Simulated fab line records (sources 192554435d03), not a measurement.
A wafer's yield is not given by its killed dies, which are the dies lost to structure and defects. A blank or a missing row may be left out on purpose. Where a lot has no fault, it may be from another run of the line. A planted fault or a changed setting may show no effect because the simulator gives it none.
Split-lot experiment :: flow n5_finfet :: 21 wafers read across 7 lots, on a route 1938 steps long

== ON THE SPLIT ==
At N5_MOL_CONTACT_COAG_COAT_64 (time 60 s, resist thk 10 nm), the setting spin_rpm was moved away from the recipe's 1500 rpm on 7 of the 21 wafers read, by -8.7% to +11.2%. The other wafers ran this setting at the recipe's value.

== FROM THE SPLIT TO THE READING: what the file shows between them, 3 steps ==
- N5_MOL_CONTACT_COAG_COAT_34: resist thk 40 nm
- N5_MOL_CONTACT_COAG_EBR_36
- N5_MOL_CONTACT_COAG_DESCUM_45: chemistry O2, time 7 s

== THE READING ==
etch.depth_nm (the simulator's own value, which no gauge read), in nm, at N5_MOL_CONTACT_COAG_ETCH_65 (etches underlayer in N2/H2, target depth 13 nm, time 10.4 s). The file does not state a usual value for it. Across the 14 wafers here that went through the recipe, the average is 9.979 nm and the standard deviation 0.023 nm.

wafer: L074.1
tool, chamber at the split: litho_track-03, 0
spin_rpm as run, rpm: 1500
against the recipe: recipe
etch.depth_nm, nm: 9.99
against lot-mates on the recipe: -

wafer: L074.2
tool, chamber at the split: litho_track-03, 0
spin_rpm as run, rpm: 1500
against the recipe: recipe
etch.depth_nm, nm: 10.02
against lot-mates on the recipe: -

wafer: L074.4
tool, chamber at the split: litho_track-03, 0
spin_rpm as run, rpm: 1500
against the recipe: recipe
etch.depth_nm, nm: 10.01
against lot-mates on the recipe: -

wafer: L081.2
tool, chamber at the split: litho_track-04, 0
spin_rpm as run, rpm: 1631
against the recipe: +8.7%
etch.depth_nm, nm: 9.601
against lot-mates on the recipe: -0.381

wafer: L081.3
tool, chamber at the split: litho_track-04, 0
spin_rpm as run, rpm: 1500
against the recipe: recipe
etch.depth_nm, nm: 9.982
against lot-mates on the recipe: -

wafer: L081.5
tool, chamber at the split: litho_track-04, 0
spin_rpm as run, rpm: 1631
against the recipe: +8.7%
etch.depth_nm, nm: 9.562
against lot-mates on the recipe: -0.420

wafer: L088.2
tool, chamber at the split: litho_track-04, 0
spin_rpm as run, rpm: 1500
against the recipe: recipe
etch.depth_nm, nm: 9.999
against lot-mates on the recipe: -

wafer: L088.3
tool, chamber at the split: litho_track-04, 0
spin_rpm as run, rpm: 1632
against the recipe: +8.8%
etch.depth_nm, nm: 9.602
against lot-mates on the recipe: -0.386

wafer: L088.6
tool, chamber at the split: litho_track-04, 0
spin_rpm as run, rpm: 1500
against the recipe: recipe
etch.depth_nm, nm: 9.978
against lot-mates on the recipe: -

wafer: L089.2
tool, chamber at the split: litho_track-03, 0
spin_rpm as run, rpm: 1668
against the recipe: +11.2%
etch.depth_nm, nm: 9.467
against lot-mates on the recipe: -0.506

wafer: L089.3
tool, chamber at the split: litho_track-03, 0
spin_rpm as run, rpm: 1500
against the recipe: recipe
etch.depth_nm, nm: 9.973
against lot-mates on the recipe: -

wafer: L089.4
tool, chamber at the split: litho_track-03, 0
spin_rpm as run, rpm: 1668
against the recipe: +11.2%
etch.depth_nm, nm: 9.509
against lot-mates on the recipe: -0.464

wafer: L091.2
tool, chamber at the split: litho_track-03, 0
spin_rpm as run, rpm: 1370
against the recipe: -8.7%
etch.depth_nm, nm: 10.47
against lot-mates on the recipe: +0.499

wafer: L091.4
tool, chamber at the split: litho_track-03, 0
spin_rpm as run, rpm: 1370
against the recipe: -8.7%
etch.depth_nm, nm: 10.41
against lot-mates on the recipe: +0.439

wafer: L091.5
tool, chamber at the split: litho_track-03, 0
spin_rpm as run, rpm: 1500
against the recipe: recipe
etch.depth_nm, nm: 9.971
against lot-mates on the recipe: -

wafer: L094.1
tool, chamber at the split: litho_track-03, 0
spin_rpm as run, rpm: 1500
against the recipe: recipe
etch.depth_nm, nm: 9.966
against lot-mates on the recipe: -

wafer: L094.4
tool, chamber at the split: litho_track-03, 0
spin_rpm as run, rpm: 1500
against the recipe: recipe
etch.depth_nm, nm: 9.933
against lot-mates on the recipe: -

wafer: L094.6
tool, chamber at the split: litho_track-03, 0
spin_rpm as run, rpm: 1500
against the recipe: recipe
etch.depth_nm, nm: 9.944
against lot-mates on the recipe: -

wafer: L096.1
tool, chamber at the split: litho_track-04, 0
spin_rpm as run, rpm: 1500
against the recipe: recipe
etch.depth_nm, nm: 9.99
against lot-mates on the recipe: -

wafer: L096.4
tool, chamber at the split: litho_track-04, 0
spin_rpm as run, rpm: 1500
against the recipe: recipe
etch.depth_nm, nm: 9.988
against lot-mates on the recipe: -

wafer: L096.6
tool, chamber at the split: litho_track-04, 0
spin_rpm as run, rpm: 1500
against the recipe: recipe
etch.depth_nm, nm: 9.962
against lot-mates on the recipe: -

FIT RESULTS
A straight line over all 21 wafers: etch.depth_nm changes by -0.0469 nm for each +1% of spin_rpm; r = -0.99; the points scatter about the line by 0.031 nm.
The same after taking each lot's own level away (the mean of its wafers on the recipe; 21 wafers): -0.0472 nm for each +1%; r = -0.99; scatter 0.027 nm.
According to that fit, moving spin_rpm by its largest amount changes the reading by 0.53 nm.
The lots' own levels span 9.9477 to 10.0067 nm, that is 2.6 times the standard deviation above.
Hence the lot-to-lot level has little effect on the slope; both slopes agree.
Check: -0.519 nm against its lot-mates is what the line predicts for one of the wafers moved furthest among these (+11.2%) when that wafer is left out of the fit. It came out at -0.506 nm against them.

== OTHER SPLITS ON THESE WAFERS ==
Other splits were also applied to these wafers ahead of the reading. Each is held against what the fit with the lots' levels taken away leaves over:
other split on the same wafers: N5_HKMG_FIN_ETCH_55 bias_w
wafers away from the commonest value: 9
r with etch.depth_nm (lot level and that fit taken away): +0.25

other split on the same wafers: N5_GATE_CUT_EXPOSE_10 dose_mj
wafers away from the commonest value: 7
r with etch.depth_nm (lot level and that fit taken away): -0.18

other split on the same wafers: N5_MOL_CONTACT_COAG_ETCH_105 bias_w
wafers away from the commonest value: 8
r with etch.depth_nm (lot level and that fit taken away): -0.29

== THE WHOLE CHAIN: every reading that the file lists as answering this split, in the file's order ==
step: N5_MOL_CONTACT_COAG_COAT_64
what it does: time 60 s, resist thk 10 nm
reading: underlayer_of_MOL_CONTACT_COAG_COAT_64.thk_nm (the simulator's own value, which no gauge read)
change (the file's fit): -0.0454 nm for each +1% of the setting
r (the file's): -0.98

step: N5_MOL_CONTACT_COAG_ETCH_65
what it does: etches underlayer in N2/H2, target depth 13 nm, time 10.4 s
reading: CAR-EUV_of_MOL_CONTACT_COAG_COAT_34.thk_nm (the simulator's own value, which no gauge read)
change (the file's fit): +0.0672 nm for each +1% of the setting
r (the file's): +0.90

step: N5_MOL_CONTACT_COAG_ETCH_65
what it does: etches underlayer in N2/H2, target depth 13 nm, time 10.4 s
reading: etch.depth_nm (the simulator's own value, which no gauge read)
change (the file's fit): -0.0463 nm for each +1% of the setting
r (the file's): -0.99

== THE FILE'S OWN FIT ==
etch.depth_nm changes by -0.0463 nm for each +1% of spin_rpm, r = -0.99.
